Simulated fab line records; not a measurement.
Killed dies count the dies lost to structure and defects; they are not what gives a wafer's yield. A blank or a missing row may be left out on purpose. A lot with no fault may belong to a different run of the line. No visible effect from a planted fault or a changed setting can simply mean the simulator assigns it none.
Matching of chambers || flow n5Finfet || rieDiel-01 running N5_BEOL_M5_VIA_ETCH_34: 4 sister chambers
The step etches SiCOH lowk in C4F6/O2, target depth 88.3 nm, time 39.2 s. 4 wafers are shown with their chamber, then 8 later ones without.

## WAFERS, EACH WITH ITS CHAMBER
{"wafer": "L080.3", "chamber": 1, "showerheadPlenumPTorr (Torr)": 2.69}
{"wafer": "L088.4", "chamber": 0, "showerheadPlenumPTorr (Torr)": 2.83}
{"wafer": "L088.5", "chamber": 3, "showerheadPlenumPTorr (Torr)": 2.75}
{"wafer": "L086.2", "chamber": 2, "showerheadPlenumPTorr (Torr)": 2.78}

## WAFERS WITH NO CHAMBER GIVEN
{"wafer": "L086.3", "showerheadPlenumPTorr (Torr)": 2.75}
{"wafer": "L086.6", "showerheadPlenumPTorr (Torr)": 2.78}
{"wafer": "L087.1", "showerheadPlenumPTorr (Torr)": 3.02}
{"wafer": "L087.5", "showerheadPlenumPTorr (Torr)": 2.74}
{"wafer": "L087.6", "showerheadPlenumPTorr (Torr)": 2.77}
{"wafer": "L092.1", "showerheadPlenumPTorr (Torr)": 3.02}
{"wafer": "L092.2", "showerheadPlenumPTorr (Torr)": 2.83}
{"wafer": "L092.3", "showerheadPlenumPTorr (Torr)": 2.74}

## THE CHAMBER EACH PASSED THROUGH
{"wafer": "L086.3", "from the rows above": "can't be placed: 3 or 2 or 1 or 0", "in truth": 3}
{"wafer": "L086.6", "from the rows above": "can't be placed: 2 or 3 or 0 or 1", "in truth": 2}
{"wafer": "L087.1", "from the rows above": "can't be placed: 0 or 2 or 3 or 1", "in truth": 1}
{"wafer": "L087.5", "from the rows above": "can't be placed: 3 or 2 or 1 or 0", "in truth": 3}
{"wafer": "L087.6", "from the rows above": "can't be placed: 2 or 3 or 0 or 1", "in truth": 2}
{"wafer": "L092.1", "from the rows above": "can't be placed: 0 or 2 or 3 or 1", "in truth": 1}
{"wafer": "L092.2", "from the rows above": "can't be placed: 0 or 2 or 3 or 1", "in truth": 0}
{"wafer": "L092.3", "from the rows above": "can't be placed: 3 or 2 or 1 or 0", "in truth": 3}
Placed correctly: 0 of 8. Can't be placed from these rows: 8 (the true chamber is among the candidates in 8). Number placed wrongly: 0.
How it was worked out, from the rows above alone: a wafer's distance from a chamber is the root of the sum, over the readings, of the square of ((its reading less the chamber's mean) divided by the reading's scatter). If the next closest chamber is less than 2 further off than the closest, the wafer can't be placed; otherwise it belongs to the closest. A chamber's mean is the mean of its shown wafers. The scatter: root of mean squared gap, hidden wafer to nearest shown wafer, with one shown wafer a chamber.
